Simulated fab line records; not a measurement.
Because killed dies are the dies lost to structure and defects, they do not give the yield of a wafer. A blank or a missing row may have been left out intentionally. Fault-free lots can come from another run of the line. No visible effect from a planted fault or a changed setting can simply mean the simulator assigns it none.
Matching of chambers	flow nand harc	NHARC_A_DECK1_JOINT_DEP_16 on pecvd-02 has 3 sister chambers
The step deposits SiO2, target thk 45 nm. 3 wafers are shown with their chamber, then 7 later ones without.

== WAFERS WITH THEIR CHAMBER ==
wafer	chamber	throttle valve pct (%)
L802.2	2	16.7
L804.2	0	15.8
L804.3	1	14.6

== WAFERS WITH NO CHAMBER GIVEN ==
wafer	throttle valve pct (%)
L804.5	16.6
L803.2	16.6
L803.4	16.0
L803.5	14.6
L806.1	14.9
L806.3	16.8
L806.4	16.1

== EACH ONE'S CHAMBER ==
wafer	from the rows above	in truth
L804.5	2	2
L803.2	2	2
L803.4	0	0
L803.5	1	1
L806.1	1	1
L806.3	2	2
L806.4	can't be placed: 0 or 2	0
Correct placement for 6 of the 7. Unplaceable from these rows: 1, with the true chamber sitting among the candidates in 1. Placed wrongly: 0.
How it was worked out, from the rows above alone: a wafer's distance from a chamber is the root of the sum, over the readings, of the square of ((its reading less the chamber's mean) divided by the reading's scatter). The wafer belongs to the nearest chamber; if the next one is less than 2 further off, it can't be placed. Each chamber's mean is taken over the wafers shown for it. The scatter (one wafer shown for each chamber): square how far every hidden wafer sits from the nearest shown wafer, average those squares and take the square root.
